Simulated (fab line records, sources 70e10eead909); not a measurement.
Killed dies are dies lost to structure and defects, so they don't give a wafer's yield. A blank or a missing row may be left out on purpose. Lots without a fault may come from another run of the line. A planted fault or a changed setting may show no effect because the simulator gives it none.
Chamber matching | flow nand_harc | NHARC_A_BLC_ETCH_16 on rie_diel-07: 4 sister chambers
The step etches the open film in CF4, target depth 39 nm, time 65 s. 4 wafers are shown with their chamber, then 12 later ones without.

WAFERS WITH THEIR CHAMBER
wafer  | chamber | drypump_motor_current_A (A)
L085.5 | 1       | 5.9
L089.6 | 2       | 5.4
L094.3 | 3       | 5.7
L094.5 | 0       | 6.5

WAFERS WITHOUT THEIR CHAMBER
wafer  | drypump_motor_current_A (A)
L093.2 | 5.6
L093.5 | 5.7
L093.6 | 5.5
L096.1 | 5.9
L096.4 | 5.7
L096.6 | 5.9
L097.2 | 5.9
L097.3 | 5.7
L097.4 | 6.5
L095.1 | 6.5
L095.4 | 5.9
L095.6 | 5.7

WHICH CHAMBER EACH WENT THROUGH
wafer  | from the rows above | in truth
L093.2 | 3                   | 3
L093.5 | 3                   | 3
L093.6 | 2                   | 2
L096.1 | 1                   | 1
L096.4 | 3                   | 3
L096.6 | 1                   | 1
L097.2 | 1                   | 1
L097.3 | 3                   | 3
L097.4 | 0                   | 0
L095.1 | 0                   | 0
L095.4 | 1                   | 1
L095.6 | 3                   | 3
Placed correctly: 12 of 12. Can't be placed from these rows: 0. Placed wrongly: 0.
How it was worked out, from the rows above alone: a wafer's distance from a chamber is the root of the sum, over the readings, of the square of ((its reading less the chamber's mean) divided by the reading's scatter). The wafer belongs to the nearest chamber; if the next one is less than 2 further off, it can't be placed. A chamber's mean is the mean of its shown wafers. The scatter: with one shown wafer a chamber, the root of the mean of the squares of how far each hidden wafer lies from its nearest shown one.
